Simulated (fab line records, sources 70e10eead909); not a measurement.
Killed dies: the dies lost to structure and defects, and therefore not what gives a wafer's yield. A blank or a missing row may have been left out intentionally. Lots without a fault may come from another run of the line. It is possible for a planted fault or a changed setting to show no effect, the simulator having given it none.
Which tool is to blame? | flow nand_harc | 33 wafers from 12 lots sampled at 5 of the route's 1159 steps

## WHAT THE GAUGES SHOWED, per wafer
NHARC_END_SORT_01. Usual: killed_at_array 27, standard deviation 8.8; killed_at_other 0.4, standard deviation 0.82; killed_at_periphery 3.1, standard deviation 2.1; killed_dies 31, standard deviation 8.8; killed_open 3.3, standard deviation 2; killed_short 2.0, standard deviation 1.4.
lot  | measured     | on        | killed_at_array | killed_at_other | killed_at_periphery | killed_dies | killed_open | killed_short | flag
L439 | day 23 18:48 | prober-02 | 76 63           | 0 2             | 3 2                 | 79 67       | 1 5         | 3 1          | OFF
L442 | day 24 10:23 | prober-02 | 143 110         | 0 1             | 3 5                 | 146 116     | 2 5         | 0 2          | OFF
L443 | day 24 11:16 | prober-01 | 36 106          | 0 0             | 5 7                 | 41 113      | 2 2         | 4 2          | OFF

## WHICH TOOL RAN EACH LOT (tool, then ch and the chambers of the sampled wafers, then the start)
lot  | NHARC_A_SGD_CUT_CMP_21        | NHARC_A_SGD_CUT_STRIP_28                      | NHARC_A_SLIT_ETCH_24               | NHARC_A_SLIT_ETCH_15
L424 | cmp-01 ch 0,1,2, day 13 23:21 | rie_diel-02 ch 0,1,3, day 14 03:37 or earlier | rie_diel-05 ch 0,1,2, day 14 03:37 | rie_diel-05 ch 0,1,3, day 14 03:49
L423 | cmp-04 ch 1,2,3, day 14 12:35 | rie_diel-02 ch 1,3, day 14 16:33 or earlier   | rie_diel-05 ch 0,1,2, day 14 16:33 | rie_diel-05 ch 0,2,3, day 14 16:38
L426 | cmp-03 ch 1,3, day 14 21:21   | rie_diel-10 ch 0,2,3, day 15 03:36 or earlier | rie_diel-03 ch 0,2,3, day 15 03:36 | rie_diel-03 ch 0,1,3, day 15 03:48
L430 | cmp-03 ch 0,2,3, day 15 15:11 | rie_diel-08 ch 1,2,3, day 15 19:17 or earlier | rie_diel-12 ch 0,2,3, day 15 19:17 | rie_diel-12 ch 0,1,3, day 15 19:23
L429 | cmp-01 ch 0,2, day 15 15:14   | rie_diel-10 ch 0,2,3, day 15 20:59 or earlier | rie_diel-03 ch 0,1, day 15 20:59   | rie_diel-03 ch 0,3, day 15 21:04
L432 | cmp-01 ch 0,1,2, day 16 13:04 | rie_diel-10 ch 1,2,3, day 16 17:47 or earlier | rie_diel-03 ch 0,1,3, day 16 17:47 | rie_diel-03 ch 0,1,2, day 16 17:52
L431 | cmp-04 ch 0,1,3, day 16 13:04 | rie_diel-08 ch 0,1,3, day 16 17:16 or earlier | rie_diel-05 ch 0,1,3, day 16 17:16 | rie_diel-05 ch 0,1,2, day 16 17:22
L434 | cmp-03 ch 0,1,2, day 16 21:52 | rie_diel-02 ch 2,3, day 17 01:48 or earlier   | rie_diel-05 ch 0,2,3, day 17 01:48 | rie_diel-05 ch 1,2,3, day 17 02:00
L439 | cmp-01 ch 2,3, day 18 10:31   | rie_diel-10 ch 0,3, day 18 16:09 or earlier   | rie_diel-05 ch 0,3, day 18 16:09   | rie_diel-05 ch 1,2, day 18 16:14
L442 | cmp-03 ch 0,3, day 18 21:39   | rie_diel-02 ch 1,2, day 19 01:44 or earlier   | rie_diel-05 ch 0,1, day 19 01:44   | rie_diel-05 ch 1,3, day 19 01:49
L445 | cmp-01 ch 0,2,3, day 19 10:25 | rie_diel-02 ch 0,1,2, day 19 16:32 or earlier | rie_diel-03 ch 0,2,3, day 19 16:32 | rie_diel-03 ch 0,2,3, day 19 16:38
L443 | cmp-04 ch 1,3, day 19 10:25   | rie_diel-02 ch 0,3, day 19 15:04 or earlier   | rie_diel-05 ch 0,1, day 19 15:04   | rie_diel-05 ch 1,3, day 19 15:08
- NHARC_A_SGD_CUT_CMP_21: polishes, target thk 148.19 nm.
- NHARC_A_SGD_CUT_STRIP_28: strips in O2, time 20 s.
- NHARC_A_SLIT_ETCH_24: etches the open film in CF4/CHF3, target depth 121 nm, time 60.5 s.
- NHARC_A_SLIT_ETCH_15: etches the open film in O2/COS, target depth 3200 nm, time 832 s.

## AS READ BY THE TOOLS THEMSELVES (means over the sampled wafers that have a number; for cases with no such wafer, the mark the record gives instead)
NHARC_A_SGD_CUT_CMP_21. Usual: motor_current_A 11.9 A, standard deviation 0.99; slurry_filter_dp_kPa 13.50 kPa, standard deviation 0.14; time_to_endpoint_s 49.5 s, standard deviation 2.7.
lot  | tool   | motor_current_A (A) | slurry_filter_dp_kPa (kPa) | time_to_endpoint_s (s) | flag
L424 | cmp-01 | 12.9                | 13.44                      | 49.1                   |
L423 | cmp-04 | 11.4                | 13.58                      | 49.7                   |
L426 | cmp-03 | 13.3                | 13.51                      | 50.2                   |
L430 | cmp-03 | 11.4                | 13.43                      | 51.7                   |
L429 | cmp-01 | 12.6                | 13.46                      | 54.7                   |
L432 | cmp-01 | 12.7                | 13.53                      | 51.0                   |
L431 | cmp-04 | 11.7                | 13.52                      | 48.4                   |
L434 | cmp-03 | 12.0                | 13.36                      | 48.7                   |
L439 | cmp-01 | 12.4                | 13.43                      | 47.0                   |
L442 | cmp-03 | 11.6                | 13.64                      | 53.2                   |
L445 | cmp-01 | 12.6                | 13.55                      | 49.3                   |
L443 | cmp-04 | 11.4                | 13.36                      | 48.2                   |

NHARC_A_SGD_CUT_STRIP_28. Usual: drypump_motor_current_A 5.7 A, standard deviation 0.35; oes_product_au 1.001 a.u., standard deviation 0.012; rf_vpp_V 57.8 V, standard deviation 0.93; showerhead_plenum_p_Torr 3.59 Torr, standard deviation 0.084; throttle_valve_pct 17.038 %, standard deviation 0.0085.
lot  | tool        | drypump_motor_current_A (A) | oes_product_au (a.u.) | rf_vpp_V (V) | showerhead_plenum_p_Torr (Torr) | throttle_valve_pct (%) | flag
L424 | rie_diel-02 | 5.9                         | 1.006                 | 58.6         | 3.64                            | 17.035                 |
L423 | rie_diel-02 | 6.1                         | 1.006                 | 58.3         | 3.66                            | 17.037                 |
L426 | rie_diel-10 | 5.7                         | 1.011                 | 57.7         | 3.64                            | 17.039                 |
L430 | rie_diel-08 | 5.5                         | 1.000                 | 58.5         | 3.55                            | 17.040                 |
L429 | rie_diel-10 | 5.7                         | 1.008                 | 58.4         | 3.64                            | 17.031                 |
L432 | rie_diel-10 | 5.6                         | 1.005                 | 57.8         | 3.64                            | 17.027                 |
L431 | rie_diel-08 | 5.7                         | 0.997                 | 58.5         | 3.50                            | 17.041                 |
L434 | rie_diel-02 | 5.7                         | 1.003                 | 57.8         | 3.66                            | 17.042                 |
L439 | rie_diel-10 | 5.8                         | 1.003                 | 57.4         | 3.67                            | 17.033                 |
L442 | rie_diel-02 | 6.1                         | 1.002                 | 57.6         | 3.63                            | 17.044                 |
L445 | rie_diel-02 | 6.0                         | 0.996                 | 56.7         | 3.61                            | 17.033                 |
L443 | rie_diel-02 | 5.8                         | 1.011                 | 58.2         | 3.63                            | 17.032                 |

NHARC_A_SLIT_ETCH_24. Usual: drypump_motor_current_A 5.6 A, standard deviation 0.66; oes_product_au 0.964 a.u., standard deviation 0.018; rf_vpp_V 371.3 V, standard deviation 2.4; run_length_s 81.8 s, standard deviation 0.39; showerhead_plenum_p_Torr 1.59 Torr, standard deviation 0.064; throttle_valve_pct 16.803 %, standard deviation 0.0086.
lot  | tool        | drypump_motor_current_A (A) | oes_product_au (a.u.) | rf_vpp_V (V) | run_length_s (s) | showerhead_plenum_p_Torr (Torr) | throttle_valve_pct (%) | flag
L424 | rie_diel-05 | 5.8                         | 0.974                 | 372.4        | 81.9             | 1.62                            | 16.806                 |
L423 | rie_diel-05 | 5.8                         | 0.959                 | 372.2        | 82.0             | 1.62                            | 16.802                 |
L426 | rie_diel-03 | 5.3                         | 0.982                 | 372.6        | 81.8             | 1.63                            | 16.799                 |
L430 | rie_diel-12 | 5.5                         | 0.921                 | 368.4        | 81.7             | 1.52                            | 16.807                 |
L429 | rie_diel-03 | 5.3                         | 0.969                 | 371.7        | 81.9             | 1.62                            | 16.800                 |
L432 | rie_diel-03 | 5.1                         | 0.978                 | 372.2        | 81.8             | 1.61                            | 16.806                 |
L431 | rie_diel-05 | 6.5                         | 0.967                 | 371.2        | 81.6             | 1.58                            | 16.800                 |
L434 | rie_diel-05 | 5.7                         | 0.960                 | 372.7        | 82.0             | 1.62                            | 16.802                 |
L439 | rie_diel-05 | 6.3                         | 0.963                 | 372.3        | 81.8             | 1.58                            | 16.801                 |
L442 | rie_diel-05 | 6.4                         | 0.948                 | 370.8        | 81.8             | 1.58                            | 16.802                 |
L445 | rie_diel-03 | 5.2                         | 0.979                 | 372.3        | 81.9             | 1.63                            | 16.792                 |
L443 | rie_diel-05 | 6.4                         | 0.962                 | 371.3        | 81.9             | 1.58                            | 16.812                 |

NHARC_A_SLIT_ETCH_15. Usual: drypump_motor_current_A 5.7 A, standard deviation 0.65; oes_product_au 1.005 a.u., standard deviation 0.011; rf_vpp_V 314.8 V, standard deviation 2; run_length_s 853.3 s, standard deviation 0.38; showerhead_plenum_p_Torr 3.16 Torr, standard deviation 0.13; throttle_valve_pct 28.331 %, standard deviation 0.01.
lot  | tool        | drypump_motor_current_A (A) | oes_product_au (a.u.) | rf_vpp_V (V) | run_length_s (s) | showerhead_plenum_p_Torr (Torr) | throttle_valve_pct (%) | flag
L424 | rie_diel-05 | 6.5                         | 1.008                 | 315.0        | 853.1            | 3.14                            | 28.330                 |
L423 | rie_diel-05 | 5.8                         | 1.016                 | 316.3        | 853.4            | 3.21                            | 28.335                 |
L426 | rie_diel-03 | 5.2                         | 1.010                 | 315.4        | 853.6            | 3.19                            | 28.327                 |
L430 | rie_diel-12 | 5.8                         | 1.002                 | 313.0        | 853.1            | 3.02                            | 28.333                 |
L429 | rie_diel-03 | 5.0                         | 1.013                 | 315.9        | 853.4            | 3.25                            | 28.338                 |
L432 | rie_diel-03 | 5.4                         | 1.004                 | 316.0        | 853.2            | 3.26                            | 28.329                 |
L431 | rie_diel-05 | 5.8                         | 0.994                 | 315.8        | 853.5            | 3.21                            | 28.330                 |
L434 | rie_diel-05 | 6.0                         | 1.008                 | 316.1        | 852.9            | 3.20                            | 28.321                 |
L439 | rie_diel-05 | 5.7                         | 1.002                 | 316.1        | 678.0            | 3.24                            | 28.320                 | OFF
L442 | rie_diel-05 | 6.6                         | 0.994                 | 314.1        | 677.6            | 3.13                            | 28.330                 | OFF
L445 | rie_diel-03 | 5.3                         | 1.020                 | 315.6        | 853.5            | 3.23                            | 28.323                 |
L443 | rie_diel-05 | 6.7                         | 1.002                 | 314.2        | 765.1            | 3.13                            | 28.328                 | OFF

## THE ANSWER, worked out from the rows above alone
Rule: take the mean of a lot's wafers that have a number; if it is more than 3 standard deviations from the usual mean, the lot is off. Also off: a lot with no number at a reading for which 4 or more lots have one. Any other lot the step has rows for is counted as sound. Order of review: gauges by route order, followed by the tools' own readings, for which a lot's mean as printed above is used. At the first step where some lot is off, the reading lying furthest off is the one used; lots without a number count as furthest.
Off, at NHARC_END_SORT_01 on killed_dies: L439, L442, L443. Neither off nor sound, because the step has no rows for them: L424, L423, L426, L430, L429, L432, L431, L434, L445.
If a tool, at a process step before that reading, ran all the lots that are off and no sound lot after the first of them, it fits. Not tried: the gauges at NHARC_END_SORT_01; whatever is off there is also off at NHARC_A_SLIT_ETCH_15, on other tools, and gauge error can't account for it. With no start given for some of its lots, NHARC_A_SGD_CUT_STRIP_28 uses the hours and lot order of NHARC_A_SLIT_ETCH_24. One candidate fits, namely rie_diel-05 at NHARC_A_SLIT_ETCH_24 and NHARC_A_SLIT_ETCH_15. It ran no sound lot before its first lot that is off in this sample, so the start can't be narrowed down.

## WHAT THE SIMULATOR HAD INSERTED
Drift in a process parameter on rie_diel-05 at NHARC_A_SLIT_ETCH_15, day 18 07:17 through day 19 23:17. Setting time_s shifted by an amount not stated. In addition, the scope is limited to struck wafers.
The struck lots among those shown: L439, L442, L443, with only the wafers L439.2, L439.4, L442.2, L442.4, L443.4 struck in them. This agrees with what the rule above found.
